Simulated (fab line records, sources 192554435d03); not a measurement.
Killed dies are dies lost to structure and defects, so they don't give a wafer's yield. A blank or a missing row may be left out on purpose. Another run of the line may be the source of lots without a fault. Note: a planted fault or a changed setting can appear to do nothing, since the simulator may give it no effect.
Chamber matching :: flow n5_finfet :: 3 sister chambers for N5_BEOL_M3_PECVD_72 on pecvd-01
The step deposits SiO2 from TEOS/O2, target thk 16 nm, time 18 s. 6 wafers are shown with their chamber, then 12 later ones without.

== WAFERS WITH THEIR CHAMBER ==
wafer: L084.6
chamber: 1
throttle_valve_pct (%): 22.4
heater_power_w (W): 614

wafer: L088.2
chamber: 2
throttle_valve_pct (%): 21.5
heater_power_w (W): 817

wafer: L088.6
chamber: 2
throttle_valve_pct (%): 21.2
heater_power_w (W): 804

wafer: L087.1
chamber: 1
throttle_valve_pct (%): 22.7
heater_power_w (W): 577

wafer: L087.2
chamber: 0
throttle_valve_pct (%): 23.5
heater_power_w (W): 728

wafer: L087.4
chamber: 0
throttle_valve_pct (%): 23.5
heater_power_w (W): 723

== WAFERS WHOSE CHAMBER IS MISSING ==
wafer: L089.1
throttle_valve_pct (%): 22.7
heater_power_w (W): 573

wafer: L089.2
throttle_valve_pct (%): 23.6
heater_power_w (W): 724

wafer: L089.6
throttle_valve_pct (%): 23.5
heater_power_w (W): 714

wafer: L091.1
throttle_valve_pct (%): 23.4
heater_power_w (W): 659

wafer: L091.4
throttle_valve_pct (%): 23.5
heater_power_w (W): 655

wafer: L091.5
throttle_valve_pct (%): 22.4
heater_power_w (W): 533

wafer: L093.3
throttle_valve_pct (%): 21.6
heater_power_w (W): 811

wafer: L093.4
throttle_valve_pct (%): 22.6
heater_power_w (W): 510

wafer: L093.6
throttle_valve_pct (%): 23.6
heater_power_w (W): 599

wafer: L096.2
throttle_valve_pct (%): 23.4
heater_power_w (W): 683

wafer: L096.3
throttle_valve_pct (%): 22.9
heater_power_w (W): 553

wafer: L096.4
throttle_valve_pct (%): 22.8
heater_power_w (W): 561

== WHICH CHAMBER EACH WENT THROUGH ==
wafer: L089.1
from the rows above: 1
in truth: 1

wafer: L089.2
from the rows above: 0
in truth: 0

wafer: L089.6
from the rows above: 0
in truth: 0

wafer: L091.1
from the rows above: 0
in truth: 0

wafer: L091.4
from the rows above: 0
in truth: 0

wafer: L091.5
from the rows above: 1
in truth: 1

wafer: L093.3
from the rows above: 2
in truth: 2

wafer: L093.4
from the rows above: 1
in truth: 1

wafer: L093.6
from the rows above: can't be placed: 1 or 0
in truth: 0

wafer: L096.2
from the rows above: 0
in truth: 0

wafer: L096.3
from the rows above: 1
in truth: 1

wafer: L096.4
from the rows above: 1
in truth: 1
Placed correctly: 11 of 12. Not placeable from these rows: 1 (in 1, the candidates include the true chamber). Placed wrongly: 0.
How it was worked out, from the rows above alone: a wafer's distance from a chamber is the root of the sum, over the readings, of the square of ((its reading less the chamber's mean) divided by the reading's scatter). If the next closest chamber is less than 2 further off than the closest, the wafer can't be placed; otherwise it belongs to the closest. Each chamber's mean is taken over the wafers shown for it. The scatter: take each reading less its chamber's mean, square it, sum over the shown wafers, divide by the number of wafers less the number of chambers, and take the root.
